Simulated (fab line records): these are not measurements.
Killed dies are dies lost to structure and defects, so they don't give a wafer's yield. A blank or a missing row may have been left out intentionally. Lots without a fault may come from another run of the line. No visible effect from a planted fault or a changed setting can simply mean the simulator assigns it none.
A lot that was struck, set against a sound lot -- flow n5_finfet -- 16 steps out of a route of 1938
Sound: the wafers L425.2, L425.3, L425.4. Struck: wafer L428.3. (L428.2 of the same lot was not struck and is left out.) The cause comes at the end.
At each step with rows: each side's tool, then ch and its chambers, then its first start. Under that, the readings that differ: sound wafers -- struck wafers -- difference of the means -- sigmas: that difference in standard deviations of wafers without a fault.
alike: words and numbers the same on both sides, and readings whose means are apart by under 2 such deviations; not compared: readings that were withheld, readings missing a value for some wafer, numbers with overlapping values and no deviation given by the record, and bounds like >300 which may hide the same value.
A row with sigmas, a row that says differs or no value, or rows on one side alone: a step with any of these is where the two part. Numbers that have no deviation but don't overlap get no sigmas and don't part them. Lack of a reading on every wafer of one side parts them only where that side has two or more wafers.

first, 9 steps without rows for these wafers: N5_BEOL_M1_COAT_05 (resist thk 30 nm); N5_BEOL_M1_EBR_07; N5_BEOL_M1_SOFTBAKE_06 (time 60 s); N5_BEOL_M1_EXPOSE_08 (exposes mask M1); N5_BEOL_M1_PEB_09 (peb time 60 s); N5_BEOL_M1_DEVELOP_10 (develop time 30 s); N5_BEOL_M1_DESCUM_16 (chemistry O2, time 7 s); N5_BEOL_M1_ETCH_74 (etches underlayer in N2/H2, target depth 6.5 nm, time 5.2 s); N5_BEOL_M1_ETCH_63 (etches SiARC in CF4, target depth 15.6 nm, time 26 s).
N5_BEOL_M1_ETCH_64: etches SOC in N2/H2, target depth 75 nm, overetch 15 nm, time 112.5 s.
  sound on rie_diel-03 ch 0,1,3, day 9 09:47; struck on rie_diel-01 ch 1, day 9 19:12
reading,sound,struck,difference,sigmas
model.SiARC_of_BEOL_M1_COAT_62.thk_nm (nm),6.6 7 6.8,6.2,-0.6,
  alike: drypump_motor_current_A, oes_product_au, rf_vpp_V, showerhead_plenum_p_Torr, throttle_valve_pct
  not compared: rf_hours_counter_h
then, 3 steps without rows for these wafers: N5_BEOL_M1_STRIP_65 (strips in N2/H2); N5_BEOL_M1_STRIP_75 (strips in N2/H2); N5_BEOL_M1_STRIP_66 (strips in CF4).
N5_BEOL_M1_HM_OPEN_17: chemistry Cl2/BCl3, target TiN, target depth 20 nm, overetch 6 nm.
  sound on rie_metal-02 ch 0,1, day 9 09:57; struck on rie_metal-03 ch 1, day 9 19:22
reading,sound,struck,difference,sigmas
oes_product_au (a.u.),0.56 0.57 0.57,0.74,+0.17,+2
model.etch.depth_nm (nm),19.73 20.02 19.78,18.91,-0.93,
  alike: drypump_motor_current_A, mfc_ar_sccm, mfc_cl2_sccm, throttle_valve_pct
  not compared: rf_hours_counter_h
then, 1 step without rows for these wafers: N5_BEOL_M1_STRIP_19 (strips in O2).
-- record jumps: 2 days separate the struck wafers' starts on either side; left off in module BEOL_M1, taken up again in module BEOL_M4, whose first shown step is the route's number 1111 --
N5_BEOL_M4_RC_MEAS_101:
  sound on prober-02 ch 0, day 11 06:29; struck on prober-02 ch 0, day 11 20:56
reading,sound,struck,difference,sigmas
IOFF_P (nA/um),0.211 0.168 0.196,0.272,+0.080,+3
ION_P (uA/um),457 459 452,468,+12,+2
VT_P (mV),-254.4 -254.0 -253.5,-243.9,+10.1,+4
  alike: DIBL_N, DIBL_P, IOFF_N, ION_N, SS_N, SS_P, VT_N

WHERE THEY PART
Last at N5_BEOL_M4_RC_MEAS_101 as far as this record goes, first at N5_BEOL_M1_HM_OPEN_17.

WHY: whatever the simulator had introduced
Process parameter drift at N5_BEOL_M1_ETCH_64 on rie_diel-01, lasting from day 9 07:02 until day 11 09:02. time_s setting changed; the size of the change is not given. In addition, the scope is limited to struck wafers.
